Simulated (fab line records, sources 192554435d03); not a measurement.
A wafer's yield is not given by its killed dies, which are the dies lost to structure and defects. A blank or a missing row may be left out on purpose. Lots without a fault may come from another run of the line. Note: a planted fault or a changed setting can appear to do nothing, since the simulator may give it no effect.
One fault seen from 2 desks | flow n5-finfet | each desk has only its own numbers; what lay behind them comes last

## THE METROLOGY DESK
Means of the sampled wafers that have a number, per lot and without regard to the tool the lot ran on: this is what the gauges read. If a lot's mean is further than 4 standard deviations from the usual mean, the lot is out of limits and carries the mark OUT (the distance appears in the brackets). Readings shown: 7 of its 12, picked as those furthest out on some lot.
Columns: A = DIBL_N at N5_BEOL_M4_RC_MEAS_101, usual 36.3 mV/V; B = DIBL_P at N5_BEOL_M4_RC_MEAS_101, usual 36.0 mV/V; C = IOFF_N at N5_BEOL_M4_RC_MEAS_101, usual 0.156 nA/um; D = IOFF_P at N5_BEOL_M4_RC_MEAS_101, usual 0.21 nA/um; E = ION_P at N5_BEOL_M4_RC_MEAS_101, usual 463 uA/um; F = SS_P at N5_BEOL_M4_RC_MEAS_101, usual 73.2 mV/dec; G = VT_P at N5_BEOL_M4_RC_MEAS_101, usual -251 mV
lot  | first seen here | A    | B    | C     | D    | E   | F    | G
L306 | day 5 14:56     | 34.1 | 35.2 | 0.129 | 0.17 | 457 | 72.7 | -253
L307 | day 5 20:44     | 37.1 | 36.6 | 0.168 | 0.19 | 458 | 73.6 | -253
L311 | day 6 22:35     | 35.3 | 34.4 | 0.143 | 0.21 | 461 | 72.6 | -250
L314 | day 7 11:43     | 35.7 | 35.5 | 0.147 | 0.20 | 456 | 73.3 | -251
L316 | day 8 01:12     | 34.4 | 34.5 | 0.123 | 0.16 | 452 | 72.1 | -256
L322 | day 9 09:13     | 38.5 | 39.2 | 0.176 | 0.20 | 464 | 73.8 | -252
L326 | day 10 10:47    | 37.1 | 36.4 | 0.168 | 0.23 | 471 | 73.0 | -248
L327 | day 10 16:18    | 35.8 | 34.4 | 0.133 | 0.19 | 468 | 72.9 | -249
L328 | day 11 01:59    | 34.0 | 34.5 | 0.135 | 0.16 | 455 | 72.9 | -254
L329 | day 11 04:49    | 38.8 | 37.9 | 0.196 | 0.27 | 472 | 73.7 | -246
This desk's verdict: no lot among the 10 shows anything out of limits.

## AT THE TOOL OWNER'S DESK: ald-sin-01
The tool's own readings at N5_BEOL_M0_SAQP_SPACER1_ALD_98 (deposits SiO2, target thk 12.8 nm, pulse time 1 s, purge time 2 s): means of the sampled wafers that have a number, for each lot that ran on this tool. If a lot's mean is further than 4 standard deviations from the usual mean, the lot is out of limits and carries the mark OUT (the distance appears in the brackets).
Columns: A = heater-power-w at N5_BEOL_M0_SAQP_SPACER1_ALD_98, usual 478 W; B = precursor-pulse-height-rel at N5_BEOL_M0_SAQP_SPACER1_ALD_98, usual 1.000; C = susceptor-temp-C at N5_BEOL_M0_SAQP_SPACER1_ALD_98, usual 300.00 C
lot  | first seen here | A   | B     | C
L311 | day 7 00:02     | 472 | 0.984 | 300.16
L316 | day 8 02:57     | 462 | 1.001 | 294.06 (-31) OUT
L326 | day 10 12:47    | 482 | 1.014 | 299.92
L327 | day 10 18:02    | 453 | 1.002 | 299.95
L328 | day 11 03:19    | 480 | 1.011 | 300.06
L329 | day 11 06:19    | 441 | 1.001 | 299.84
Finding of this desk: L316 out of limits; the first was L316 at day 8 02:57, on susceptor-temp-C at N5_BEOL_M0_SAQP_SPACER1_ALD_98. L311, L326, L327, L328, L329: within limits.

## TAKEN TOGETHER
On L316, at day 8 02:57, an alarm was possible from the tool owner's desk.
Nothing out of limits was seen by the metrology desk.
The metrology desk holds a record of L316, inside its limits.
Of the lots named, all ran N5_BEOL_M0_SAQP_SPACER1_ALD_98 on ald-sin-01.

## WHAT THE SIMULATOR HAD INSERTED
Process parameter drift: ald-sin-01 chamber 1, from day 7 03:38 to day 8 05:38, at N5_BEOL_M0_SAQP_SPACER1_ALD_98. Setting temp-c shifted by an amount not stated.
Shown lots that were struck: L316.
Each desk's first reading out of limits, in hours after the fault started: the tool owner's desk, 23.
